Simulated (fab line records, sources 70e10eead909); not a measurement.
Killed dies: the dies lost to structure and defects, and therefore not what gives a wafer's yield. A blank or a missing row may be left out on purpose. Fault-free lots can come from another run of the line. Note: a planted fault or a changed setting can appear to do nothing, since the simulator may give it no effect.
Struck lot and sound lot, side by side | flow nand_harc | 14 out of 1159 route steps
Sound: wafers L297.1, L297.3, L297.5. Struck: wafers L308.1, L308.2, L308.6. The cause is given at the end.
For every step that has rows: the tool of each side, followed by ch and its chambers, followed by its first start. Under that, the readings that differ: sound wafers | struck wafers | difference of the means | sigmas: that difference in standard deviations of wafers without a fault.
alike: readings with means less than 2 such deviations apart, plus words and numbers identical on both sides. not compared: withheld readings, readings lacking a value on some wafer, bounds such as >300 that could conceal the same value, and numbers that have no deviation in the record and whose values overlap.
The two part at a step that has a row with sigmas, a row that says differs or no value, or rows on one side only. Non-overlapping numbers with no deviation appear without sigmas and do not part them. Lack of a reading on every wafer of one side parts them only where that side has two or more wafers.

first, 1 step without rows for these wafers: NHARC_A_CONTACT_STRIP_56 (strips in post etch residue remover, time 600 s).
NHARC_A_CONTACT_DEP_57: deposits aC, target thk 2800 nm.
  sound on acl_dep-03 ch 0, day 18 21:40; struck on acl_dep-03 ch 0, day 21 21:20
  alike: throttle_valve_pct
NHARC_A_CONTACT_DEP_58: deposits SiON, target thk 60 nm.
  sound on pecvd-02 ch 0,2, day 18 23:26; struck on pecvd-01 ch 0,1, day 21 23:04
  alike: chamber_pressure_Torr, heater_power_w
then, 9 steps without rows for these wafers: NHARC_A_CONTACT_DEHYDRATE_59 (time 120 s); NHARC_A_CONTACT_HMDS_60 (time 30 s); NHARC_A_CONTACT_COAT_61 (time 75 s); NHARC_A_CONTACT_COAT_62 (time 65 s); NHARC_A_CONTACT_COAT_63 (resist thk 90 nm); NHARC_A_CONTACT_SOFTBAKE_64 (time 55 s); NHARC_A_CONTACT_EBR_65; NHARC_A_CONTACT_EXPOSE_66 (exposes mask A CC 2); NHARC_A_CONTACT_PEB_67 (peb time 65 s).
NHARC_A_CONTACT_DEVELOP_68: develop time 35 s.
  sound on litho_track-01 ch 0, day 19 00:00; struck on litho_track-06, day 21 23:00
  no value came back on the struck wafers for chill_plate_temp_C (C), develop_time_s (s), resist_line_temp_C (C); on the sound wafers chill_plate_temp_C (C) reads 22.92 22.95 22.92
NHARC_A_CONTACT_CD_MEAS_69 targets a cd of 200 nm.
  sound on cd_sem-01 ch 0, day 19 00:08; struck on cd_sem-03 ch 0, day 21 23:40
  reading    | sound             | struck | difference                    | sigmas
  cd_nm (nm) | 200.3 200.5 199.9 | - - -  | no value on the struck wafers |

## WHERE THEY PART
At NHARC_A_CONTACT_DEVELOP_68 first; at NHARC_A_CONTACT_CD_MEAS_69 last (within this record only).

WHY: the cause the simulator had injected
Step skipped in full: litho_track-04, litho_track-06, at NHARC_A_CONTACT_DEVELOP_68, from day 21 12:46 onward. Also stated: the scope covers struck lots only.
